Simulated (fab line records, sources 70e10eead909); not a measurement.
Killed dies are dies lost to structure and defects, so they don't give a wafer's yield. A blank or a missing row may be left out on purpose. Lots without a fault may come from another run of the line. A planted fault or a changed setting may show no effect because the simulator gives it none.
Chamber matching | flow nand_harc | NHARC_P_CONTACT_ALD_22 on ald_metal-04: 4 sister chambers
The step deposits TiN, target thk 3 nm, pulse time 1 s, ald cycles 150. 4 wafers are shown with their chamber, then 9 later ones without.

WAFERS WITH THEIR CHAMBER
wafer  | chamber | heater_power_w (W)
L083.4 | 0       | 1093
L079.1 | 2       | 1036
L079.3 | 3       | 922
L079.5 | 1       | 1056

WAFERS WITHOUT THEIR CHAMBER
wafer  | heater_power_w (W)
L086.1 | 1050
L086.3 | 906
L086.4 | 1027
L088.3 | 1063
L088.4 | 929
L088.5 | 1018
L090.1 | 1021
L090.3 | 926
L090.5 | 1001

WHICH CHAMBER EACH WENT THROUGH
wafer  | from the rows above          | in truth
L086.1 | can't be placed: 1 or 2      | 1
L086.3 | 3                            | 3
L086.4 | can't be placed: 2 or 1      | 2
L088.3 | can't be placed: 1 or 2 or 0 | 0
L088.4 | 3                            | 3
L088.5 | can't be placed: 2 or 1      | 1
L090.1 | can't be placed: 2 or 1      | 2
L090.3 | 3                            | 3
L090.5 | can't be placed: 2 or 1      | 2
Placed correctly: 3 of 9. Can't be placed from these rows: 6 (the true chamber is among the candidates in 6). Placed wrongly: 0.
How it was worked out, from the rows above alone: a wafer's distance from a chamber is the root of the sum, over the readings, of the square of ((its reading less the chamber's mean) divided by the reading's scatter). The wafer belongs to the nearest chamber; if the next one is less than 2 further off, it can't be placed. A chamber's mean is the mean of its shown wafers. The scatter: with one shown wafer a chamber, the root of the mean of the squares of how far each hidden wafer lies from its nearest shown one.
